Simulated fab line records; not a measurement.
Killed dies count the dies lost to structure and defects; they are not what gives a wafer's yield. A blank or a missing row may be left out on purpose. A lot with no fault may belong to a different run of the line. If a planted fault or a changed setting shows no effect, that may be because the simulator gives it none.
fab line records ; flow n5-finfet
record lots=4; wafers=12; last-day=18
route steps=1938 shown BEOL_M7@1326 BEOL_M8@1332
lots with no fault: from the same line, run without faults
start-h: start of the lot's first displayed wafer, in hours after the record's first day ; wait-h: hours since the lot's step before ; " as in the row above ; L1.1+2: a row that stands for several wafers ; - no value, or no start given ; * or withheld: withheld ; < > ~ a bound
route shown NAME@n: NAME is a module with steps in the file, n the number in the route of the first one ; usual: the fault-free wafers' mean and standard deviation ; same: alike in all rows ; chamber/n: place in a boat ; sites: the reading at each site ; _std_site: how widely they spread, as a standard deviation ; _edge_site: outer sites' mean less inner sites' ; radius-mm: how far each site lies from the wafer's centre ; mask NAME#n: copy n ; behind: the tool/chamber that last shaped the wafer ; hold: what put the lot on hold/how long, in hours/how the hold closed ; device: names the non-switching transistor (n, p or np) ; end of line: tests of these same wafers at the route's end ; step lacking rows: just its recipe ; killed: dies lost to structure and defects at the first sort, not the wafer's yield ; map: a wafer's dies, marking killed ones x, the rest . and places with no die _
set.NAME: the run value of the setting; set.NAME@STEP: its run value at that earlier step ; model.NAME: the simulator's own value behind a step, which no gauge read
certain route steps with their lots: each step a table, each wafer a row
services: when a tool's chamber went out of use (start-h, in hours from the record's first day, below 0 if earlier), for how many hours, and the reason
## steps
# step N5_BEOL_M7_CMP_52
# recipe stop-on=SiCOH_lowk; t-overpolish-s=6.9; down-force-psi=1; platen-rpm=50; clearing-platen-down-force-psi=1.5; clearing-platen-rpm=50; post-cmp-clean=cu-alkaline; target-thk-nm=80; clearing-platen-pad-velocity-m-s=0.99484; pad-velocity-m-s=0.99484
# step N5_BEOL_M7_PRE_CLEAN_55
# recipe gas=NH3; time-s=15; temp-c=withheld; rf-power-w=300
# step N5_BEOL_M7_DEP_56
# recipe material=SiCN; target-thk-a=100; temp-c=withheld; precursor=3MS/NH3; pressure-torr=3; rf-w=202; time-s=17.5
# step N5_BEOL_M8_ILD_DEP_00
# recipe material=SiCOH_lowk; target-thk-a=1797.5; temp-c=300; precursor=DEMS/porogen; pressure-torr=5; rf-w=500; time-s=33.4
# step N5_BEOL_M8_CURE_74
# recipe temp-c=385; time-s=240; ambient=He/Ar; material=SiCOH_lowk
# step N5_BEOL_M8_PECVD_70
# recipe material=SiO2; target-thk-a=200; temp-c=400; precursor=TEOS/O2; pressure-torr=5.5; rf-w=450; teos-flow-sccm=53.8; gas=O2; flow-sccm=3000; time-s=22.7
# step N5_BEOL_M8_HM_DEP_02
# recipe material=TiN; target-thk-a=200; temp-c=25; chamber-pressure-pa=0.49996
# step N5_BEOL_M8_COAT_59
# recipe resist=SOC; temp-c=250; time-s=60; spin-rpm=1500; resist-thk-nm=100
# step N5_BEOL_M8_COAT_60
# recipe resist=SiARC; temp-c=220; time-s=60; spin-rpm=1500; resist-thk-nm=35
# usual spin-speed-rpm=1499.8/0.89
lot.wafer;tool;chamber;start-h;wait-h;spin-speed-rpm;model.SiARC_of_BEOL_M8_COAT_60.thk-nm
L578.1;litho-track-04;0;279.26;-;1500.0;35
L578.2;litho-track-04;0;279.26;-;1499.9;35
L578.3;litho-track-04;0;279.26;-;1498.6;35.2
L583.1;litho-track-04;0;315.57;-;1439.9;35.8
L583.4;litho-track-04;0;315.57;-;1440.2;35.8
L583.5;litho-track-04;0;315.57;-;1439.9;35.8
L585.1;litho-track-04;0;342.72;-;1441.1;35.8
L585.2;litho-track-04;0;342.72;-;1440.3;35.8
L585.4;litho-track-04;0;342.72;-;1441.6;35.8
L589.2;litho-track-01;0;372.68;-;1498.6;35.2
L589.3;litho-track-01;0;372.68;-;1499.0;35
L589.5;litho-track-01;0;372.68;-;1497.9;35
# step N5_BEOL_M8_COAT_05
# recipe resist=CAR-ArF; spin-rpm=1500; resist-thk-nm=90
# step N5_BEOL_M8_EBR_07
# recipe solvent=PGMEA; ebr-width-mm=1.5
# step N5_BEOL_M8_SOFTBAKE_06
# recipe temp-c=110; time-s=60; resist=CAR-ArF
# step N5_BEOL_M8_EXPOSE_08
# recipe mask-id=M8; na=1.35; source-shape=dipole; sigma-inner=0.817; sigma-outer=0.97; polarization=te; dose-mj=68.25
# step N5_BEOL_M8_PEB_09
# recipe peb-temp-c=withheld; peb-time-s=60; resist=CAR-ArF
# step N5_BEOL_M8_DEVELOP_10
# recipe develop-time-s=30; developer=TMAH; resist=CAR-ArF; rinse-liquid=diw; dry=air-spin; dev-temp-c=23
# step N5_BEOL_M8_DESCUM_16
# recipe chemistry=O2; time-s=7.9; source-power-w=50; bias-power-w=20; pressure-mtorr=20; rf-frequency-hz=2.712e+07; temp-c=40; resist=CAR-ArF; o2-flow-sccm=225
# step N5_BEOL_M8_ETCH_61
# recipe chemistry=CF4; target=SiARC; target-depth-a=455; mask-material=CAR-ArF; time-s=75.8; ion-energy-ev=80; pressure-mtorr=40; source-w=545; bias-w=36; Ar_flow_sccm=100; cf4-flow-sccm=100; ends=cleared
# usual drypump-motor-current-A=5.8/0.36; etch-rf-on-time-s=75.2/1.1; oes-product-au=0.70/0.081; rf-vpp-V=184.2/1.5; showerhead-plenum-p-Torr=2.15/0.11; throttle-valve-pct=15.57/0.28
lot.wafer;tool;chamber;start-h;wait-h;drypump-motor-current-A;etch-rf-on-time-s;oes-product-au;rf-hours-counter-h;rf-vpp-V;showerhead-plenum-p-Torr;throttle-valve-pct;model.etch.depth-nm;model.CAR-ArF_of_BEOL_M8_COAT_05.thk-nm
L578.1;rie-diel-05;2;280.20;0.0;5.4;74.4;0.76;39;186.4;2.27;15.40;34.95;51.2
L578.2;rie-diel-05;1;280.20;0.0;5.9;77.3;0.57;235;183.5;2.03;15.45;35;51
L578.3;rie-diel-05;3;280.20;0.0;5.8;75.5;0.77;29;187.7;2.27;15.26;35.13;51.2
L583.1;rie-diel-06;3;316.45;0.0;6.4;77.3;0.71;61;182.8;2.09;15.43;35.81;50
L583.4;rie-diel-06;1;316.45;0.0;5.4;75.5;0.70;87;184.6;2.24;15.49;35.88;50.2
L583.5;rie-diel-06;3;316.45;0.0;6.4;77.6;0.72;-;183.5;2.09;15.43;35.89;50
L585.1;rie-diel-06;2;343.24;0.0;6.3;75.5;0.76;58;183.5;2.09;15.44;35.77;49.8
L585.2;rie-diel-06;1;343.24;0.0;5.3;76.3;0.70;95;186.2;2.24;15.50;35.81;50
L585.4;rie-diel-06;3;343.24;0.0;6.4;77.8;0.71;-;183.3;2.09;15.44;35.83;49.8
L589.2;rie-diel-06;3;373.05;0.0;6.4;76.4;0.69;81;182.7;2.08;15.47;35.1;51
L589.3;rie-diel-06;0;373.05;0.0;5.8;76.3;0.64;167;185.1;2.05;15.59;35.03;50.6
L589.5;rie-diel-06;1;373.05;0.0;5.4;74.4;0.69;-;184.5;2.24;15.52;34.99;51
# step N5_BEOL_M8_ETCH_62
# recipe chemistry=N2/H2; target=SOC; target-depth-a=1100; overetch-a=220; mask-material=SiARC; temp-c=40; time-s=165; ion-energy-ev=200; pressure-mtorr=30; source-w=840; bias-w=150; n2-flow-sccm=200; h2-flow-sccm=200
# usual drypump-motor-current-A=5.8/0.36; h2-flow-sccm=199.9/0.62; oes-product-au=0.69/0.076; rf-vpp-V=524/3.9; showerhead-plenum-p-Torr=2.55/0.13; throttle-valve-pct=17.79/0.29
lot.wafer;tool;chamber;start-h;wait-h;drypump-motor-current-A;h2-flow-sccm;oes-product-au;rf-hours-counter-h;rf-vpp-V;showerhead-plenum-p-Torr;throttle-valve-pct;model.SiARC_of_BEOL_M8_COAT_60.thk-nm
L578.1;rie-diel-05;2;280.25;0.0;5.4;200.4;0.74;39;529;2.70;17.59;28.2
L578.2;rie-diel-05;1;280.25;0.0;6.0;199.0;0.58;235;521;2.40;17.60;28.4
L578.3;rie-diel-05;3;280.25;0.0;5.8;201.0;0.76;29;528;2.71;17.43;28.4
L583.1;rie-diel-06;3;316.51;0.0;6.5;200.4;0.71;61;521;2.48;17.74;29.2
L583.4;rie-diel-06;1;316.51;0.0;5.4;200.3;0.70;87;529;2.68;17.86;29
L583.5;rie-diel-06;3;316.51;0.0;6.5;200.1;0.71;-;523;2.48;17.73;29.2
L585.1;rie-diel-06;2;343.30;0.0;6.3;200.5;0.74;58;522;2.48;17.72;29.2
L585.2;rie-diel-06;1;343.30;0.0;5.4;200.4;0.68;95;528;2.67;17.89;29.2
L585.4;rie-diel-06;3;343.30;0.0;6.4;201.0;0.70;-;522;2.48;17.74;29.2
L589.2;rie-diel-06;3;373.10;0.0;6.5;200.2;0.68;81;522;2.48;17.77;28.4
L589.3;rie-diel-06;0;373.10;0.0;5.8;199.1;0.64;167;520;2.43;17.79;28.6
L589.5;rie-diel-06;1;373.10;0.0;5.4;199.3;0.67;-;527;2.67;17.88;28.2
# step N5_BEOL_M8_STRIP_68
# recipe chemistry=N2/H2; temp-c=40; n2-flow-sccm=200; h2-flow-sccm=200; rf-frequency-hz=6e+07
## services
tool;chamber;start-h;hours;kind
rie-diel-05;-;259.04;0.4;repair
rie-diel-05;0;268.46;-;clean
rie-diel-05;0;268.46;-;consumable-replace:focus-ring
rie-diel-05;0;268.46;-;consumable-replace:showerhead
rie-diel-05;0;268.46;14.5;scheduled-down
rie-diel-05;0;268.46;14.5;vent-cycle
rie-diel-05;1;327.43;-;clean
rie-diel-05;1;327.43;-;consumable-replace:focus-ring
rie-diel-05;1;327.43;-;consumable-replace:showerhead
rie-diel-05;1;327.43;22.4;scheduled-down
rie-diel-05;1;327.43;22.4;vent-cycle
rie-diel-06;0;342.72;16.7;repair
## key
first-sign step=N5_BEOL_M8_COAT_60; reading=spin-speed-rpm; direction=down; sigmas=66; usual=*; struck=*
effect none on later readings
model-effect step=N5_BEOL_M8_COAT_60; value=SiARC_of_BEOL_M8_COAT_60.thk-nm; without=35.1; struck=35.8
model-effect step=N5_BEOL_M8_ETCH_61; value=etch.depth-nm; without=35.11; struck=35.83
model-effect step=N5_BEOL_M8_ETCH_62; value=SiARC_of_BEOL_M8_COAT_60.thk-nm; without=28.4; struck=29.17
met-at N5_BEOL_M8_COAT_60
struck-wafers L583.1,L583.4,L583.5,L585.1,L585.2,L585.4
onset-between 279.26 315.57
fault kind=process-parameter-drift; tool=litho-track-04; chamber=-; onset-h=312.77; steps=N5_BEOL_M8_COAT_60; channel=spin-rpm; offset=*; shape=step; end-h=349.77; acts-in=*; stated=*
